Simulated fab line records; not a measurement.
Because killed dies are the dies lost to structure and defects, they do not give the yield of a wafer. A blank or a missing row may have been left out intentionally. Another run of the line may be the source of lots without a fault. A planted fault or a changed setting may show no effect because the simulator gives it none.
fab line records	flow n5-finfet
record lots=5	wafers=15	last-day=18
route steps=1938 shown BEOL_M5@1140 PASSIVATION@1936
lots that met no fault: taken from a fault-free run of the same line
start-h: the number of hours between the record's first day and the start of the first shown wafer of the lot	wait-h: hours elapsed since this lot's preceding step	" as in the row above	L1.1+2: a row that stands for several wafers	- either no value or no given start	* or withheld: withheld	< > ~ a bound
route shown NAME@n: names a module that has steps shown in the file, with the first one's number in the route	usual: mean/standard deviation taken from wafers without a fault	same: alike in all rows	chamber/n: place in a boat	sites: per-site readings	_std_site: their standard deviation	_edge_site: mean of outer sites minus mean of inner sites	radius-mm: for every site, how far away it sits from the centre of the wafer	mask NAME#n: copy n	behind: the most recent tool/chamber to have shaped the wafer	hold: what put the lot on hold/how long, in hours/how the hold closed	device: transistor that didn't switch, given as n, p or np	end of line: at the end of the route, the tests of the same wafers	where a step has no rows: the recipe by itself	killed: dies lost to structure and defects at the first sort, not the wafer's yield	map: a wafer's dies, marking killed ones x, the rest . and places with no die _
set.NAME: the run value of the setting; set.NAME@STEP: its run value at that earlier step	model.NAME: the simulator's own value behind a step, which no gauge read
lots at selected steps of the route; one table per step, one row per wafer
services: a tool's chamber out of use, with start hour (start-h, from the record's first day; less than 0 if before it), hours out, and reason
## steps
# step N5_BEOL_M5_COAT_66
# recipe resist=SiARC	temp-c=220	time-s=60	spin-rpm=1500	resist-thk-nm=12
# step N5_BEOL_M5_COAT_74
# recipe resist=underlayer	temp-c=205	time-s=60	spin-rpm=1500	resist-thk-nm=5
# step N5_BEOL_M5_COAT_22
# recipe resist=CAR-EUV	spin-rpm=1500	resist-thk-nm=30
# step N5_BEOL_M5_EBR_24
# recipe solvent=PGMEA	ebr-width-mm=1.5
# step N5_BEOL_M5_SOFTBAKE_23
# recipe temp-c=110	time-s=60	resist=CAR-EUV
# step N5_BEOL_M5_EXPOSE_25
# recipe mask-id=V4	na=0.33	source-shape=quasar	sigma-inner=0.2	sigma-outer=0.6	polarization=unpolarized	defocus-nm=10	dose-mj=52.75
# step N5_BEOL_M5_PEB_26
# recipe peb-temp-c=100	peb-time-s=60	resist=CAR-EUV
# step N5_BEOL_M5_DEVELOP_27
# recipe develop-time-s=30	developer=TMAH	resist=CAR-EUV	rinse-liquid=surfactant-rinse	dry=air-spin	dev-temp-c=23
# step N5_BEOL_M5_CD_MEAS_28
# recipe target-cd-nm=30.6	landing-energy-ev=500	detector=se-inlens	target-cd-y-nm=20	polarity=opening
# usual cd-nm=30.60/0.22
lot.wafer	tool	chamber	start-h	wait-h	cd-nm
L777.1	cd-sem-01	0	244.70	-	30.79
L777.2	"	0	"	"	30.65
L777.4	"	0	"	"	31.09
L778.3	cd-sem-02	0	247.94	-	30.86
L778.4	"	0	"	"	30.24
L778.6	"	0	"	"	30.35
L785.1	cd-sem-03	0	287.89	-	30.60
L785.2	"	0	"	"	30.41
L785.5	"	0	"	"	30.29
L786.1	cd-sem-03	0	291.42	-	30.38
L786.4	"	0	"	"	30.42
L786.6	"	0	"	"	30.22
L791.2	cd-sem-03	0	322.83	-	30.63
L791.5	"	0	"	"	30.88
L791.6	"	0	"	"	30.70
# step N5_BEOL_M5_OVL_MEAS_29
# recipe points-per-wafer=522
# usual V4_OVL=0.8/0.78
lot.wafer	tool	chamber	start-h	wait-h	V4_OVL[nm]
L777.1	overlay-01	0	244.73	0.0	0.9
L777.2	"	0	"	"	0.3
L777.4	"	0	"	"	-0.7
L778.3	overlay-02	0	247.98	0.0	1.1
L778.4	"	0	"	"	1.8
L778.6	"	0	"	"	2.4
L785.1	overlay-01	0	287.92	0.0	0.6
L785.2	"	0	"	"	-0.1
L785.5	"	0	"	"	0.5
L786.1	overlay-02	0	291.45	0.0	-0.2
L786.4	"	0	"	"	1.2
L786.6	"	0	"	"	-0.2
L791.2	overlay-01	0	322.86	0.0	2.0
L791.5	"	0	"	"	1.2
L791.6	"	0	"	"	1.6
# step N5_BEOL_M5_INSPECT_30
# recipe mode=adi	inspect-instrument=brightfield
# usual raw-defect-count=397/94
lot.wafer	tool	chamber	start-h	wait-h	raw-defect-count
L777.1	defect-inspect-01	-	244.79	0.1	542
L777.2	"	-	"	"	489
L777.4	"	-	"	"	541
L778.3	defect-inspect-02	-	248.03	0.0	380
L778.4	"	-	"	"	433
L778.6	"	-	"	"	383
L785.1	defect-inspect-01	-	287.98	0.1	641
L785.2	"	-	"	"	381
L785.5	"	-	"	"	454
L786.1	defect-inspect-01	-	291.51	0.1	300
L786.4	"	-	"	"	281
L786.6	"	-	"	"	395
L791.2	defect-inspect-01	-	322.92	0.0	588
L791.5	"	-	"	"	372
L791.6	"	-	"	"	402
# step N5_BEOL_M5_DESCUM_33
# recipe chemistry=O2	time-s=7	source-power-w=50	bias-power-w=20	pressure-mtorr=20	rf-frequency-hz=2.712e+07	temp-c=40	resist=CAR-EUV	o2-flow-sccm=225
# usual drypump-motor-current-A=5.9/0.56	oes-product-au=0.80/0.1	rf-vpp-V=243.5/1.1	showerhead-plenum-p-Torr=2.11/0.059	throttle-valve-pct=20.39/0.24
# same time-s=7
lot.wafer	tool	chamber	start-h	wait-h	drypump-motor-current-A	oes-product-au	rf-hours-counter-h	rf-vpp-V	showerhead-plenum-p-Torr	throttle-valve-pct
L777.1	rie-diel-05	3	245.66	0.9	5.9	0.70	189	244.8	2.14	20.65
L777.2	"	2	"	"	6.6	0.74	176	243.0	2.11	20.63
L777.4	"	1	"	"	5.3	0.98	8	244.2	2.14	20.35
L778.3	rie-diel-03	1	248.06	0.0	5.4	0.71	200	243.3	2.08	20.95
L778.4	"	2	"	"	6.0	0.94	25	243.5	2.12	20.30
L778.6	"	2	"	"	6.0	0.94	-	244.0	2.12	20.29
L785.1	rie-diel-05	2	288.20	0.2	6.6	0.73	187	244.3	2.10	20.67
L785.2	"	0	"	"	6.6	0.73	184	240.5	2.02	20.25
L785.5	"	3	"	"	5.8	0.69	-	244.3	2.14	20.64
L786.1	rie-diel-03	3	291.55	0.0	4.8	0.70	208	244.4	2.17	20.57
L786.4	"	0	"	"	5.9	0.89	46	243.9	2.02	20.33
L786.6	"	2	"	"	6.0	0.92	-	244.6	2.11	20.31
L791.2	rie-diel-03	2	322.95	0.0	6.0	0.90	48	243.8	2.11	20.34
L791.5	"	0	"	"	5.9	0.87	-	242.3	2.01	20.35
L791.6	"	1	"	"	5.4	0.70	-	242.5	2.08	20.98
# step N5_BEOL_M5_ETCH_75
# recipe chemistry=N2/H2	target=underlayer	target-depth-a=65	mask-material=CAR-EUV	time-s=5.2	ion-energy-ev=200	pressure-mtorr=30	source-w=840	bias-w=150	n2-flow-sccm=200	h2-flow-sccm=200	ends=cleared
# usual drypump-motor-current-A=5.9/0.55	etch-rf-on-time-s=5.24/0.15	oes-product-au=0.68/0.087	rf-vpp-V=524.3/2.5	showerhead-plenum-p-Torr=2.57/0.075	throttle-valve-pct=17.82/0.22
lot.wafer	tool	chamber	start-h	wait-h	drypump-motor-current-A	etch-rf-on-time-s	oes-product-au	rf-hours-counter-h	rf-vpp-V	showerhead-plenum-p-Torr	throttle-valve-pct
L777.1	rie-diel-05	3	245.70	0.0	5.9	5.32	0.59	189	526.2	2.64	18.20
L777.2	"	2	"	"	6.7	5.31	0.62	176	522.2	2.52	17.86
L777.4	"	1	"	"	5.4	5.11	0.82	8	525.0	2.60	17.64
L778.3	rie-diel-03	1	248.10	0.0	5.3	4.83	0.63	200	524.0	2.50	18.11
L778.4	"	2	"	"	6.0	5.19	0.80	25	524.5	2.60	17.90
L778.6	"	2	"	"	6.0	5.21	0.79	-	525.1	2.60	17.91
L785.1	rie-diel-05	2	288.23	0.0	6.6	3.09	0.86	187	526.6	2.52	17.96
L785.2	"	0	"	"	6.6	5.39	0.62	184	520.2	2.44	17.71
L785.5	"	3	"	"	5.8	5.33	0.59	-	527.1	2.63	18.17
L786.1	rie-diel-03	3	291.58	0.0	4.9	5.17	0.61	208	526.9	2.63	18.02
L786.4	"	0	"	"	5.9	5.08	0.76	46	521.7	2.49	17.89
L786.6	"	2	"	"	5.9	5.22	0.77	-	524.3	2.60	17.92
L791.2	rie-diel-03	2	322.99	0.0	6.0	5.21	0.76	48	525.8	2.59	17.95
L791.5	"	0	"	"	5.9	5.11	0.75	-	521.0	2.49	17.96
L791.6	"	1	"	"	5.3	4.83	0.63	-	520.9	2.49	18.17
# step N5_BEOL_M5_ETCH_67
# recipe chemistry=CF4	target=SiARC	target-depth-a=156	mask-material=CAR-EUV	time-s=26	ion-energy-ev=80	pressure-mtorr=40	source-w=545	bias-w=36	Ar_flow_sccm=100	cf4-flow-sccm=100	ends=cleared
# usual drypump-motor-current-A=5.9/0.56	etch-rf-on-time-s=26.3/0.79	oes-product-au=0.68/0.087	rf-vpp-V=184.3/1.1	showerhead-plenum-p-Torr=2.16/0.059	throttle-valve-pct=15.57/0.23
lot.wafer	tool	chamber	start-h	wait-h	drypump-motor-current-A	etch-rf-on-time-s	oes-product-au	rf-hours-counter-h	rf-vpp-V	showerhead-plenum-p-Torr	throttle-valve-pct
L777.1	rie-diel-05	3	245.72	0.0	5.8	26.7	0.60	189	183.1	2.21	15.88
L777.2	"	2	"	"	6.6	26.7	0.62	176	185.3	2.12	15.56
L777.4	"	1	"	"	5.3	26.3	0.81	8	184.2	2.18	15.39
L778.3	rie-diel-03	1	248.11	0.0	5.4	24.0	0.64	200	184.3	2.13	16.06
L778.4	"	2	"	"	5.9	25.6	0.80	25	184.4	2.19	15.56
L778.6	"	2	"	"	6.0	25.8	0.80	-	183.8	2.19	15.56
L785.1	rie-diel-05	2	288.25	0.0	6.6	26.6	0.62	187	183.4	2.12	15.59
L785.2	"	0	"	"	6.6	27.2	0.61	184	183.9	2.06	15.41
L785.5	"	3	"	"	5.8	26.7	0.59	-	183.3	2.20	15.90
L786.1	rie-diel-03	3	291.60	0.0	4.8	26.5	0.60	208	185.3	2.21	15.73
L786.4	"	0	"	"	5.9	25.4	0.76	46	183.5	2.09	15.67
L786.6	"	2	"	"	6.0	26.8	0.76	-	184.3	2.19	15.59
L791.2	rie-diel-03	2	323.00	0.0	6.0	26.2	0.76	48	184.6	2.19	15.61
L791.5	"	0	"	"	5.9	25.3	0.76	-	182.6	2.08	15.70
L791.6	"	1	"	"	5.3	24.3	0.62	-	183.6	2.13	16.08
# step N5_PASSIVATION_PROBE_49
# usual defect-limited-yield=91.1/1.4	killed_at_M0_to_M3=34/9.7	killed_at_M4_up=13/5.1	killed-at-contacts=14/6.3	killed-at-front-end=40/11	killed-at-other=3.5/2.7	killed-dies=105/16	killed-open=70/12	killed-short=34/7.8	sort_bin_5_function=5.2/0.88	sort_bin_6_memory=3.3/0.7	sort_bin_8_speed=0.1/0.62	sort-n-pass=1074/17	sort-yield-pct=91.0/1.5
# same gross-dies=1180	killed-at-back-side=0	sort_bin_4_leakage[%]=0
lot.wafer	tool	chamber	start-h	wait-h	defect-limited-yield[%]	killed_at_M0_to_M3	killed_at_M4_up	killed-at-contacts	killed-at-front-end	killed-at-other	killed-dies	killed-open	killed-short	sort_bin_5_function[%]	sort_bin_6_memory[%]	sort_bin_8_speed[%]	sort-n-pass	sort-yield-pct[%]
L785.1	prober-01	-	386.86	0.0	91.0	38	8	18	37	5	106	70	36	5.7	3.1	0	1074	91.0
L785.2	prober-01	-	386.91	0.1	91.7	30	9	15	39	5	98	65	32	4.9	3.3	0	1082	91.7
L785.5	prober-01	-	387.06	0.2	90.3	36	5	20	53	1	115	80	30	5.7	3.3	0	1065	90.3
# killed by level:class
L785.1 MOL_CONTACT_COAG:geometric-particle:open=13 BEOL_M2:geometric-particle:open=13 BEOL_M3:geometric-particle:open=10 FIN_SAQP:geometric-particle:short=6 BEOL_M1:geometric-particle:open=6 MOL_CONTACT_COAG:geometric-particle:short=5 FIN_SAQP:geometric-particle:open=4 STI_FIN_REVEAL:geometric-particle:open=4
L785.2 MOL_CONTACT_COAG:geometric-particle:open=13 BEOL_M2:geometric-particle:open=11 FIN_SAQP:geometric-particle:short=10 GATE_CUT:geometric-particle:short=6 FIN_SAQP:geometric-particle:open=5 BEOL_M3:geometric-particle:open=5 BEOL_M0_SAQP:geometric-particle:open=4 FIN_CUT:geometric-particle:open=3
L785.5 STI_FIN_REVEAL:geometric-particle:open=18 BEOL_M3:geometric-particle:open=16 MOL_CONTACT_COAG:geometric-particle:open=14 GATE_CUT:geometric-particle:short=6 ILD0:geometric-particle:open=6 MOL_CONTACT_COAG:geometric-particle:short=6 BEOL_M0_SAQP:geometric-particle:open=6 BEOL_M0_SAQP:geometric-particle:short=6
## services
tool	chamber	start-h	hours	kind
rie-diel-03	1	298.81	7.3	repair
## key
first-sign step=N5_BEOL_M5_ETCH_75	reading=etch-rf-on-time-s	direction=down	sigmas=14	usual=*	struck=*
effect none on later readings
met-at N5_BEOL_M5_ETCH_75
struck-wafers L785.1
onset-between 245.70 288.23
fault kind=process-parameter-drift	tool=rie-diel-05	chamber=-	onset-h=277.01	steps=N5_BEOL_M5_ETCH_75	channel=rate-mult	offset=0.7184	shape=step	end-h=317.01	scope=struck-wafers-only
